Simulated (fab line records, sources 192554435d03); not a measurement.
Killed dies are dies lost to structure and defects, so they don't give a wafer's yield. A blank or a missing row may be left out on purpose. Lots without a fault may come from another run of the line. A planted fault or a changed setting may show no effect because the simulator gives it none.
Chamber matching | flow n5_finfet | N5_FIN_SAQP_FIN_ETCH_36 on rie_si-02: 4 sister chambers
The step etches the open film in HBr/Cl2/O2, target depth 120 nm, time 50.4 s. 18 wafers are shown with their chamber, then 9 later ones without.

WAFERS WITH THEIR CHAMBER
wafer  | chamber | throttle_valve_pct (%) | drypump_motor_current_A (A) | oes_product_au (a.u.)
L074.1 | 2       | 35.82                  | 5.9                         | 0.973
L074.2 | 0       | 35.77                  | 6.3                         | 1.027
L074.3 | 1       | 36.22                  | 5.6                         | 0.997
L075.1 | 3       | 36.08                  | 6.4                         | 1.003
L075.3 | 0       | 35.77                  | 6.3                         | 1.016
L075.5 | 1       | 36.22                  | 5.6                         | 1.006
L078.1 | 3       | 36.08                  | 6.4                         | 1.012
L078.5 | 3       | 36.07                  | 6.3                         | 1.013
L078.6 | 2       | 35.84                  | 5.9                         | 0.977
L083.2 | 2       | 35.84                  | 5.9                         | 0.975
L083.3 | 3       | 36.09                  | 6.4                         | 1.009
L083.6 | 3       | 36.10                  | 6.4                         | 1.003
L085.2 | 2       | 35.84                  | 5.9                         | 0.966
L085.3 | 1       | 36.25                  | 5.6                         | 1.005
L085.4 | 0       | 35.77                  | 6.3                         | 1.041
L090.1 | 3       | 36.10                  | 6.3                         | 1.005
L090.5 | 1       | 36.22                  | 5.7                         | 0.986
L090.6 | 2       | 35.87                  | 5.9                         | 0.971

SIGNATURES (means of the wafers above)
reading                 | chamber 0 | chamber 1 | chamber 2 | chamber 3 | scatter within a chamber
throttle_valve_pct      | 35.7700   | 36.2275   | 35.8420   | 36.0867   | 0.0139
drypump_motor_current_A | 6.300     | 5.625     | 5.900     | 6.367     | 0.0386
oes_product_au          | 1.02800   | 0.99850   | 0.97240   | 1.00750   | 0.00728
Rule: a wafer's distance from a chamber is the root of the sum, over the readings, of the square of ((its reading less the chamber's mean) divided by the reading's scatter). The wafer belongs to the nearest chamber; if the next one is less than 2 further off, it can't be placed. The scatter: the root of (the sum of the squares of (reading less its chamber's mean) over the shown wafers, divided by (wafers less chambers)).

WAFERS WITHOUT THEIR CHAMBER
wafer  | throttle_valve_pct (%) | drypump_motor_current_A (A) | oes_product_au (a.u.)
L094.2 | 35.76                  | 6.3                         | 1.036
L094.5 | 35.83                  | 5.9                         | 0.986
L094.6 | 36.23                  | 5.6                         | 1.007
L095.1 | 35.80                  | 6.3                         | 1.030
L095.2 | 36.25                  | 5.6                         | 0.996
L095.4 | 36.08                  | 6.4                         | 1.009
L097.1 | 35.82                  | 6.0                         | 0.979
L097.2 | 35.79                  | 6.3                         | 1.028
L097.6 | 36.08                  | 6.3                         | 0.995

WHICH CHAMBER EACH WENT THROUGH
wafer  | from the rows above | in truth
L094.2 | 0                   | 0
L094.5 | 2                   | 2
L094.6 | 1                   | 1
L095.1 | 0                   | 0
L095.2 | 1                   | 1
L095.4 | 3                   | 3
L097.1 | 2                   | 2
L097.2 | 0                   | 0
L097.6 | 3                   | 3
Placed correctly: 9 of 9. Can't be placed from these rows: 0. Placed wrongly: 0.
